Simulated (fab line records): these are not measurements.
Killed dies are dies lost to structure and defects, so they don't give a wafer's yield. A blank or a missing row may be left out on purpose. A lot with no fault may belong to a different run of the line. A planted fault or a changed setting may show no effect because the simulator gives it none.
Matching of chambers | flow nand-harc | NHARC_A_STAIRCASE_ETCH_292 on rie-diel-11 has 4 sister chambers
The step etches the open film in CF4/CHF3. 8 wafers are shown with their chamber, then 9 later ones without.

EACH WAFER AND ITS CHAMBER
wafer  | chamber | drypump-motor-current-A (A) | showerhead-plenum-p-Torr (Torr)
L077.2 | 2       | 6.6                         | 1.55
L083.1 | 1       | 6.2                         | 1.53
L083.6 | 0       | 6.3                         | 1.47
L087.2 | 1       | 6.2                         | 1.53
L087.3 | 0       | 6.2                         | 1.47
L088.1 | 3       | 6.1                         | 1.58
L088.4 | 2       | 6.6                         | 1.54
L088.5 | 3       | 6.1                         | 1.58

WAFERS WITH NO CHAMBER GIVEN
wafer  | drypump-motor-current-A (A) | showerhead-plenum-p-Torr (Torr)
L091.1 | 6.1                         | 1.58
L091.5 | 6.2                         | 1.53
L091.6 | 6.2                         | 1.47
L096.1 | 6.1                         | 1.58
L096.4 | 6.2                         | 1.46
L096.6 | 6.1                         | 1.58
L097.1 | 6.1                         | 1.58
L097.2 | 6.6                         | 1.53
L097.5 | 6.6                         | 1.53

WHICH CHAMBER EACH ONE RAN IN
wafer  | from the rows above | in truth
L091.1 | 3                   | 3
L091.5 | 1                   | 1
L091.6 | 0                   | 0
L096.1 | 3                   | 3
L096.4 | 0                   | 0
L096.6 | 3                   | 3
L097.1 | 3                   | 3
L097.2 | 2                   | 2
L097.5 | 2                   | 2
Placed correctly: 9 of 9. Can't be placed from these rows: 0. Wrongly placed: 0.
How it was worked out, from the rows above alone: a wafer's distance from a chamber is the root of the sum, over the readings, of the square of ((its reading less the chamber's mean) divided by the reading's scatter). The wafer belongs to the nearest chamber; if the next one is less than 2 further off, it can't be placed. For every chamber, the mean is computed from those of its wafers that are shown. The scatter: the root of (the sum of the squares of (reading less its chamber's mean) over the shown wafers, divided by (wafers less chambers)).
